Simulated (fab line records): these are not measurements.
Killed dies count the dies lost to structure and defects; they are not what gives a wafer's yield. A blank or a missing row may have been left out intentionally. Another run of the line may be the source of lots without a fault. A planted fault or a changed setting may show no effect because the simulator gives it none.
Which tool was responsible?	flow n5_finfet	24 lots, 72 wafers sampled, at 5 steps of a route of 1938

## WHAT EACH GAUGE READ, for each wafer
N5_BEOL_M3_CD_MEAS_18: pitch 36 nm, target cd 18 nm.
lot	measured	on	cd_nm (nm)
L074	day 7 00:32	cd_sem-01	17.86 17.85 17.78
L075	day 7 10:43	cd_sem-03	18.03 18.05 17.90
L077	day 7 10:58	cd_sem-02	17.40 17.76 17.97
L076	day 7 14:41	cd_sem-02	17.58 17.67 17.84
L079	day 8 07:11	cd_sem-02	17.70 17.52 18.27
L080	day 8 10:34	cd_sem-02	17.94 17.78 17.41
L078	day 8 12:29	cd_sem-01	17.98 18.18 18.40
L081	day 8 17:26	cd_sem-03	18.28 18.19 18.06
L082	day 8 17:53	cd_sem-03	17.62 17.45 18.06
L083	day 9 05:44	cd_sem-02	18.15 18.14 18.53
L084	day 9 06:29	cd_sem-03	17.42 17.82 17.95
L085	day 9 20:27	cd_sem-02	17.56 18.07 17.73
L086	day 9 20:50	cd_sem-01	17.73 17.88 17.13
L087	day 10 16:12	cd_sem-01	18.01 17.53 18.06
L088	day 10 21:38	cd_sem-01	17.87 17.80 18.09
L090	day 10 23:29	cd_sem-02	18.18 17.66 18.01
L089	day 11 03:32	cd_sem-03	18.18 17.90 17.78
L091	day 11 07:47	cd_sem-01	17.86 18.18 18.28
L092	day 11 13:07	cd_sem-03	18.37 18.15 18.04
L093	day 11 23:21	cd_sem-03	17.74 18.02 18.30
L094	day 12 00:49	cd_sem-02	17.94 17.78 18.33
L095	day 12 11:10	cd_sem-01	18.04 17.82 17.49
L096	day 12 18:03	cd_sem-01	17.89 18.20 18.40
L097	day 12 21:48	cd_sem-03	18.45 18.32 18.18

## WHICH TOOL RAN EACH LOT (tool, then ch and the chambers of the sampled wafers, then the start)
lot	N5_BEOL_M2_ANNEAL_82	N5_BEOL_M2_SPUTTER_88	N5_BEOL_M3_ETCH_64	N5_BEOL_M3_STRIP_19
L074	pvd_sputter-03, day 6 19:46	pvd_sputter-03, day 6 20:08	rie_diel-01 ch 0,2,3, day 7 00:11	rie_diel-03 ch 0,1, day 7 00:28
L075	pvd_sputter-03, day 7 05:28	pvd_sputter-03, day 7 05:49	rie_diel-01 ch 1,3, day 7 10:21	rie_diel-05 ch 0,1, day 7 10:38
L077	pvd_sputter-02, day 7 05:43	pvd_sputter-02, day 7 06:04	rie_diel-03 ch 1,3, day 7 10:28	rie_diel-05 ch 1,2,3, day 7 10:54
L076	pvd_sputter-02, day 7 08:51	pvd_sputter-02, day 7 09:13	rie_diel-03 ch 1,2,3, day 7 14:17	rie_diel-05 ch 1,2, day 7 14:37
L079	pvd_sputter-03, day 8 00:07	pvd_sputter-03, day 8 00:29	rie_diel-01 ch 1,2, day 8 06:46	rie_diel-05 ch 2,3, day 8 07:07
L080	pvd_sputter-03, day 8 05:03	pvd_sputter-03, day 8 05:25	rie_diel-03 ch 2,3, day 8 10:13	rie_diel-03 ch 1,3, day 8 10:30
L078	pvd_sputter-03, day 8 08:01	pvd_sputter-03, day 8 08:23	rie_diel-05 ch 1,2,3, day 8 12:01	rie_diel-03 ch 1,3, day 8 12:25
L081	pvd_sputter-03, day 8 09:52	pvd_sputter-03, day 8 10:13	rie_diel-03 ch 0,1,2, day 8 17:05	rie_diel-03 ch 1,2,3, day 8 17:22
L082	pvd_sputter-02, day 8 12:52	pvd_sputter-02, day 8 13:14	rie_diel-03 ch 0,2,3, day 8 17:32	rie_diel-05 ch 0,2,3, day 8 17:49
L083	pvd_sputter-02, day 9 02:10	pvd_sputter-02, day 9 02:32	rie_diel-01 ch 0,2, day 9 05:23	rie_diel-01 ch 1,3, day 9 05:40
L084	pvd_sputter-01, day 9 02:27	pvd_sputter-01, day 9 02:49	rie_diel-03 ch 0,3, day 9 06:08	rie_diel-03 ch 1,2,3, day 9 06:25
L085	pvd_sputter-01, day 9 12:59	pvd_sputter-01, day 9 13:20	rie_diel-03 ch 1,2,3, day 9 19:59	rie_diel-01 ch 1,2,3, day 9 20:23
L086	pvd_sputter-01, day 9 15:04	pvd_sputter-01, day 9 15:25	rie_diel-03 ch 1,2,3, day 9 20:15	rie_diel-03 ch 0,1,3, day 9 20:46
L087	pvd_sputter-02, day 10 11:58	pvd_sputter-02, day 10 12:20	rie_diel-05 ch 0,1, day 10 15:51	rie_diel-05 ch 0,2,3, day 10 16:08
L088	pvd_sputter-01, day 10 16:14	pvd_sputter-01, day 10 16:36	rie_diel-01 ch 0,3, day 10 21:12	rie_diel-01 ch 0,2,3, day 10 21:34
L090	pvd_sputter-03, day 10 19:17	pvd_sputter-03, day 10 19:38	rie_diel-05 ch 1,2,3, day 10 23:08	rie_diel-01 ch 0,1,3, day 10 23:25
L089	pvd_sputter-01, day 10 22:21	pvd_sputter-01, day 10 22:43	rie_diel-03 ch 0,1,2, day 11 03:11	rie_diel-05 ch 1,3, day 11 03:28
L091	pvd_sputter-01, day 11 00:58	pvd_sputter-01, day 11 01:20	rie_diel-05 ch 2,3, day 11 07:13	rie_diel-05 ch 0,1,2, day 11 07:43
L092	pvd_sputter-01, day 11 09:13	pvd_sputter-01, day 11 09:34	rie_diel-01 ch 0,1,3, day 11 12:41	rie_diel-03 ch 0,1,3, day 11 13:03
L093	pvd_sputter-01, day 11 17:38	pvd_sputter-01, day 11 17:59	rie_diel-05 ch 0,1, day 11 23:00	rie_diel-05 ch 0,2,3, day 11 23:17
L094	pvd_sputter-02, day 11 20:12	pvd_sputter-02, day 11 20:37	rie_diel-03 ch 1,2,3, day 12 00:22	rie_diel-01 ch 1,2,3, day 12 00:44
L095	pvd_sputter-01, day 12 06:24	pvd_sputter-01, day 12 06:46	rie_diel-01 ch 0,2,3, day 12 10:49	rie_diel-01 ch 1,2,3, day 12 11:05
L096	pvd_sputter-03, day 12 12:01	pvd_sputter-03, day 12 12:22	rie_diel-05 ch 0,2,3, day 12 17:40	rie_diel-01 ch 0,1,3, day 12 17:58
L097	pvd_sputter-03, day 12 16:55	pvd_sputter-03, day 12 17:16	rie_diel-01 ch 0,3, day 12 21:27	rie_diel-01 ch 1,3, day 12 21:44
- N5_BEOL_M2_ANNEAL_82: time 240 s.
- N5_BEOL_M2_SPUTTER_88: material Cu, target thk 4.5 nm, time 8.29 s.
- N5_BEOL_M3_ETCH_64: etches SOC in N2/H2, target depth 75 nm, overetch 15 nm, time 112.5 s.
- N5_BEOL_M3_STRIP_19: strips in O2.

## WHAT THE TOOLS THEMSELVES READ (means of the sampled wafers that have a number; where no wafer has one, the mark that the record gives instead)
N5_BEOL_M2_ANNEAL_82.
lot	tool	heater_power_w (W)
L074	pvd_sputter-03	848
L075	pvd_sputter-03	821
L077	pvd_sputter-02	827
L076	pvd_sputter-02	894
L079	pvd_sputter-03	936
L080	pvd_sputter-03	869
L078	pvd_sputter-03	868
L081	pvd_sputter-03	825
L082	pvd_sputter-02	760
L083	pvd_sputter-02	873
L084	pvd_sputter-01	864
L085	pvd_sputter-01	831
L086	pvd_sputter-01	878
L087	pvd_sputter-02	962
L088	pvd_sputter-01	822
L090	pvd_sputter-03	910
L089	pvd_sputter-01	891
L091	pvd_sputter-01	866
L092	pvd_sputter-01	821
L093	pvd_sputter-01	796
L094	pvd_sputter-02	895
L095	pvd_sputter-01	876
L096	pvd_sputter-03	821
L097	pvd_sputter-03	856

N5_BEOL_M2_SPUTTER_88.
lot	tool	chuck_sensor_temp_C (C)	throttle_valve_pct (%)
L074	pvd_sputter-03	-16.2	30.2
L075	pvd_sputter-03	-15.5	29.9
L077	pvd_sputter-02	-15.8	29.0
L076	pvd_sputter-02	-15.9	29.0
L079	pvd_sputter-03	-15.3	30.3
L080	pvd_sputter-03	-15.8	29.7
L078	pvd_sputter-03	-15.7	29.8
L081	pvd_sputter-03	-15.7	29.9
L082	pvd_sputter-02	-16.0	29.1
L083	pvd_sputter-02	-15.8	29.0
L084	pvd_sputter-01	-15.7	30.2
L085	pvd_sputter-01	-15.8	29.6
L086	pvd_sputter-01	-15.8	30.0
L087	pvd_sputter-02	-16.0	29.7
L088	pvd_sputter-01	-15.8	29.6
L090	pvd_sputter-03	-15.6	30.9
L089	pvd_sputter-01	-15.7	30.3
L091	pvd_sputter-01	-15.6	30.2
L092	pvd_sputter-01	-15.9	29.2
L093	pvd_sputter-01	-15.8	29.0
L094	pvd_sputter-02	-15.8	29.0
L095	pvd_sputter-01	-15.7	30.2
L096	pvd_sputter-03	-15.4	31.3
L097	pvd_sputter-03	-15.8	29.7

N5_BEOL_M3_ETCH_64.
lot	tool	drypump_motor_current_A (A)	oes_product_au (a.u.)	rf_vpp_V (V)	showerhead_plenum_p_Torr (Torr)	throttle_valve_pct (%)
L074	rie_diel-01	5.8	0.56	526	2.63	18.03
L075	rie_diel-01	5.5	0.67	527	2.68	17.60
L077	rie_diel-03	5.4	0.60	524	2.55	17.66
L076	rie_diel-03	5.3	0.60	524	2.55	17.65
L079	rie_diel-01	6.2	0.63	527	2.66	18.00
L080	rie_diel-03	5.2	0.61	520	2.45	17.65
L078	rie_diel-05	6.3	0.57	522	2.46	18.01
L081	rie_diel-03	5.3	0.58	527	2.63	17.74
L082	rie_diel-03	5.3	0.59	523	2.54	17.71
L083	rie_diel-01	6.1	0.56	525	2.62	18.13
L084	rie_diel-03	5.4	0.57	523	2.52	17.78
L085	rie_diel-03	5.3	0.59	523	2.54	17.67
L086	rie_diel-03	5.3	0.59	523	2.54	17.68
L087	rie_diel-05	5.1	0.69	523	2.48	17.68
L088	rie_diel-01	5.6	0.76	526	2.61	17.57
L090	rie_diel-05	6.3	0.63	521	2.46	17.90
L089	rie_diel-03	5.3	0.57	526	2.62	17.76
L091	rie_diel-05	6.4	0.57	521	2.43	17.90
L092	rie_diel-01	5.6	0.72	526	2.63	17.55
L093	rie_diel-05	5.1	0.68	522	2.48	17.69
L094	rie_diel-03	5.3	0.58	523	2.53	17.70
L095	rie_diel-01	5.7	0.68	526	2.61	17.81
L096	rie_diel-05	5.9	0.59	521	2.44	17.80
L097	rie_diel-01	5.3	0.71	526	2.60	17.52

N5_BEOL_M3_STRIP_19.
lot	tool	drypump_motor_current_A (A)	o2_flow_sccm (sccm)	oes_product_au (a.u.)	rf_vpp_V (V)	showerhead_plenum_p_Torr (Torr)	throttle_valve_pct (%)
L074	rie_diel-03	5.4	225.6	0.73	3.3	2.17	16.63
L075	rie_diel-05	5.6	226.0	0.75	3.7	2.06	16.77
L077	rie_diel-05	6.3	226.2	0.73	3.5	2.03	16.82
L076	rie_diel-05	6.1	224.5	0.71	4.2	2.04	16.89
L079	rie_diel-05	6.4	224.6	0.74	3.9	2.01	16.79
L080	rie_diel-03	5.3	224.5	0.76	3.7	2.01	16.51
L078	rie_diel-03	5.3	224.2	0.76	3.6	2.01	16.50
L081	rie_diel-03	5.2	225.0	0.75	3.7	2.10	16.56
L082	rie_diel-05	5.9	224.9	0.79	3.9	2.02	16.65
L083	rie_diel-01	5.2	225.6	0.98	3.6	2.17	16.30
L084	rie_diel-03	5.3	224.8	0.75	3.8	2.10	16.56
L085	rie_diel-01	5.7	226.1	0.87	3.9	2.17	16.55
L086	rie_diel-03	5.3	224.4	0.73	3.1	2.09	16.59
L087	rie_diel-05	5.9	224.8	0.77	3.7	2.01	16.67
L088	rie_diel-01	5.7	224.8	0.89	3.7	2.15	16.57
L090	rie_diel-01	5.6	225.0	0.93	3.9	2.17	16.41
L089	rie_diel-05	6.3	224.7	0.87	3.5	2.04	16.61
L091	rie_diel-05	5.6	224.9	0.82	3.5	2.03	16.63
L092	rie_diel-03	5.3	224.7	0.72	3.2	2.08	16.62
L093	rie_diel-05	5.9	225.1	0.76	3.9	2.01	16.70
L094	rie_diel-01	5.7	225.2	0.83	3.8	2.17	16.59
L095	rie_diel-01	5.7	224.9	0.83	3.8	2.17	16.60
L096	rie_diel-01	5.6	224.9	0.90	3.2	2.17	16.43
L097	rie_diel-01	5.2	224.9	0.89	3.6	2.16	16.35

## THE ANSWER, worked out from the rows above alone
Rule: the lots themselves supply what counts as usual. The widest of any qualifying gaps counts: lots, ordered by their means at a reading, are off when they make up no more than a third of the lots, leave a main group of 4 or more, and stand apart from it by 3 or more times the standard deviation of that group's means. If all means in a main group match to the digits the tables above print for the reading, that group is not used. Also off: a lot with no number at a reading for which 4 or more lots have one. Where the step has rows for the other lots, those lots are counted as sound. The gauges are gone through in route order, then the tools' own readings, and for those a lot's mean is taken as printed above. The first step at which some lot is off is used, and at that step the reading that is off furthest; a lot without a number counts as furthest.
No lot is off on any of the readings shown, so nothing can be concluded from this.

## WHAT THE SIMULATOR HAD PUT IN
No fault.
